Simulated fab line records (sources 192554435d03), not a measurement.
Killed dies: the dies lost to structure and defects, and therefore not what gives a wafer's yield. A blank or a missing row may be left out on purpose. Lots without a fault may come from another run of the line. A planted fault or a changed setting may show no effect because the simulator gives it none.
Struck lot and sound lot, side by side	flow n5Finfet	38 out of 1938 route steps
Sound: wafers L600.1, L600.4, L600.5. The struck wafers were L590.3, L590.4, L590.6. The cause is given at the end.
Per side, at each step with rows, come the tool, then ch with its chambers, and then its first start. Under that, the readings that differ: sound wafers	struck wafers	difference of the means	sigmas: that difference in standard deviations of wafers without a fault.
alike: readings with means less than 2 such deviations apart, plus words and numbers identical on both sides. not compared: withheld readings, readings lacking a value on some wafer, bounds such as >300 that could conceal the same value, and numbers that have no deviation in the record and whose values overlap.
The two part at a step that has a row with sigmas, a row that says differs or no value, or rows on one side only. When numbers do not overlap yet have no deviation, they are printed without sigmas and do not part them. Lack of a reading on every wafer of one side parts them only where that side has two or more wafers.

first, 9 steps without rows for these wafers: N5_BEOL_M4_ANNEAL_95 (time 240 s); N5_BEOL_M4_SPUTTER_96 (material Cu, target thk 4.5 nm, time 8.29 s); N5_BEOL_M4_ECD_50 (material Cu, target thk 300 nm); N5_BEOL_M4_ANNEAL_51 (time 90 s); N5_BEOL_M4_CMP_52 (polishes, stops on SiOC, t overpolish 6.8 s, target thk 40 nm); N5_BEOL_M4_PRE_CLEAN_60 (time 15 s); N5_BEOL_M4_CO_CAP_55 (material Co, precursor CCTBA/H2, target thk 2 nm, time 102.1 s); N5_BEOL_M4_PRE_CLEAN_56 (time 15 s); N5_BEOL_M4_DEP_57 (deposits SiCN from 3MS/NH3, target thk 8 nm, time 14 s).
N5_BEOL_M4_RC_MEAS_101:
  sound on prober-02 ch 0, day 15 13:25; struck on prober-01 ch 0, day 12 23:16
  alike: DIBL_N, DIBL_P, IOFF_N, IOFF_P, ION_N, ION_P, SS_N, SS_P, VT_N, VT_P
then, 24 steps without rows for these wafers: N5_BEOL_M5_ILD_DEP_00 (deposits SiCOH lowk from DEMS/porogen, target thk 140.64 nm, time 25.9 s); N5_BEOL_M5_CURE_79 (cures SiCOH lowk, time 240 s); N5_BEOL_M5_PECVD_70 (deposits SiO2 from TEOS/O2, target thk 16 nm, time 18 s); N5_BEOL_M5_HM_DEP_02 (deposits TiN, target thk 20 nm); N5_BEOL_M5_COAT_59 (time 60 s, resist thk 60 nm); N5_BEOL_M5_COAT_60 (time 60 s, resist thk 12 nm); N5_BEOL_M5_COAT_71 (time 60 s, resist thk 5 nm); N5_BEOL_M5_COAT_05 (resist thk 30 nm); N5_BEOL_M5_EBR_07; N5_BEOL_M5_SOFTBAKE_06 (time 60 s); N5_BEOL_M5_EXPOSE_08 (exposes mask M5, target cd 28 nm); N5_BEOL_M5_PEB_09 (peb time 60 s); N5_BEOL_M5_DEVELOP_10 (develop time 30 s); N5_BEOL_M5_DESCUM_16 (chemistry O2, time 7 s); N5_BEOL_M5_ETCH_72 (etches underlayer in N2/H2, target depth 6.5 nm, time 5.2 s); N5_BEOL_M5_ETCH_61 (etches SiARC in CF4, target depth 15.6 nm, time 26 s); N5_BEOL_M5_ETCH_62 (etches SOC in N2/H2, target depth 75 nm, overetch 15 nm, time 112.5 s); N5_BEOL_M5_STRIP_63 (strips in N2/H2); N5_BEOL_M5_STRIP_73 (strips in N2/H2); N5_BEOL_M5_STRIP_64 (strips in CF4); N5_BEOL_M5_HM_OPEN_17 (chemistry Cl2/BCl3, target TiN, target depth 20 nm, overetch 6 nm); N5_BEOL_M5_STRIP_19 (strips in O2); N5_BEOL_M5_COAT_65 (time 60 s, resist thk 60 nm); N5_BEOL_M5_COAT_66 (time 60 s, resist thk 12 nm).
-- here the record skips 3 days between the struck wafers' starts before and after, leaving off in module BEOL_M5 and picking up in module BEOL_M14 (first step shown: number 1750 of the route) --
N5_BEOL_M14_ETCH_67: etches SiARC in CF4, target depth 143 nm, time 238.3 s.
  sound on rieDiel-03 ch 0,3, day 19 06:53; struck on rieDiel-03 ch 0,1,3, day 16 06:16
  no value came back on the struck wafers for any of 8 readings (biasW (W), cf4FlowSccm (sccm) and others); on the sound wafers biasW (W) reads 35.91 35.98 35.96
reading	sound	struck	difference	sigmas
model.coat_of_BEOL_M14_COAT_22.thkNm (nm)	212.6 211.8 211.8	283.8 284 285	+72.2	
model.BEOL_M14.cdNm (nm)	280.6 280.2 281.4	287.8 287.2 287.6	+6.8	
  not compared: rfHoursCounterH
N5_BEOL_M14_OCD_MEAS_35:
  struck on ocd-02, day 16 06:50; sound on ocd-02, day 19 07:28
reading	sound	struck	difference	sigmas
trenchDepthNm (nm)	559 558 550	- - -	no value on the struck wafers	
N5_BEOL_M14_ETCH_38: etches SiCN in CF4/N2, target depth 106.5 nm, time 120.6 s.
  sound: rieDiel-03 ch 0,2; struck: rieDiel-04 ch 0,1
reading	sound	struck	difference	sigmas
model.BEOL_M14.cdNm (nm)	279.6 281.2 279.6	289.4 288.4 288.6	+8.7	
  alike: biasW, cf4FlowSccm, drypumpMotorCurrentA, oesProductAu, rfVppV, showerheadPlenumPTorr, throttleValvePct
  not compared: rfHoursCounterH
N5_PASSIVATION_PROBE_49:
  only the struck wafers here have rows in the record (prober-01, day 17 08:28); the sound ones have none

WHERE THEY PART
Earliest at N5_BEOL_M14_ETCH_67; latest, in this record, at N5_PASSIVATION_PROBE_49.

WHY: the cause the simulator had injected
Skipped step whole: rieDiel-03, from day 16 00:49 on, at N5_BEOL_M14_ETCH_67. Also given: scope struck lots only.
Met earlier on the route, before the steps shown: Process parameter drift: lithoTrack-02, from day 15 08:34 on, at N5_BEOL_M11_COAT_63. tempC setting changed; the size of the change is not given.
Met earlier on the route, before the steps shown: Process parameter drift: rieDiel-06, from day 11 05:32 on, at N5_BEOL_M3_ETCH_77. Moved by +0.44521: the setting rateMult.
